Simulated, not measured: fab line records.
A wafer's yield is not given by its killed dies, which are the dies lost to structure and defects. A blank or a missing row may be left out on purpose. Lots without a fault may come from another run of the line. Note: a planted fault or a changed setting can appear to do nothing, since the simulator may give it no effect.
Matching of chambers | flow nand_harc | 4 sister chambers for NHARC_A_SGD_CUT_ETCH_58 on rie_diel-12
The step etches the open film in CF4, target depth 39 nm, time 65 s. 8 wafers are shown with their chamber, then 9 later ones without.

== WAFERS WITH THEIR CHAMBER ==
wafer  | chamber | drypump_motor_current_A (A) | showerhead_plenum_p_Torr (Torr)
L082.1 | 1       | 5.6                         | 1.65
L082.5 | 0       | 6.2                         | 1.73
L085.2 | 0       | 6.2                         | 1.73
L085.3 | 1       | 5.5                         | 1.65
L085.5 | 2       | 5.6                         | 1.67
L087.3 | 3       | 5.6                         | 1.76
L087.4 | 2       | 5.6                         | 1.67
L087.6 | 3       | 5.6                         | 1.75

== WAFERS WITH NO CHAMBER GIVEN ==
wafer  | drypump_motor_current_A (A) | showerhead_plenum_p_Torr (Torr)
L090.4 | 5.6                         | 1.65
L090.5 | 6.2                         | 1.72
L090.6 | 5.6                         | 1.75
L092.3 | 6.2                         | 1.72
L092.4 | 5.6                         | 1.65
L092.5 | 5.6                         | 1.75
L095.1 | 5.6                         | 1.67
L095.4 | 5.6                         | 1.75
L095.5 | 5.5                         | 1.65

== WHICH CHAMBER EACH WENT THROUGH ==
wafer  | from the rows above | in truth
L090.4 | 1                   | 1
L090.5 | 0                   | 0
L090.6 | 3                   | 3
L092.3 | 0                   | 0
L092.4 | 1                   | 1
L092.5 | 3                   | 3
L095.1 | 2                   | 2
L095.4 | 3                   | 3
L095.5 | 1                   | 1
Correct placement for 9 of the 9. Number that these rows cannot place: 0. 0 placed wrongly.
How it was worked out, from the rows above alone: a wafer's distance from a chamber is the root of the sum, over the readings, of the square of ((its reading less the chamber's mean) divided by the reading's scatter). If the next closest chamber is less than 2 further off than the closest, the wafer can't be placed; otherwise it belongs to the closest. Each chamber's mean is taken over the wafers shown for it. The scatter: take each reading less its chamber's mean, square it, sum over the shown wafers, divide by the number of wafers less the number of chambers, and take the root.
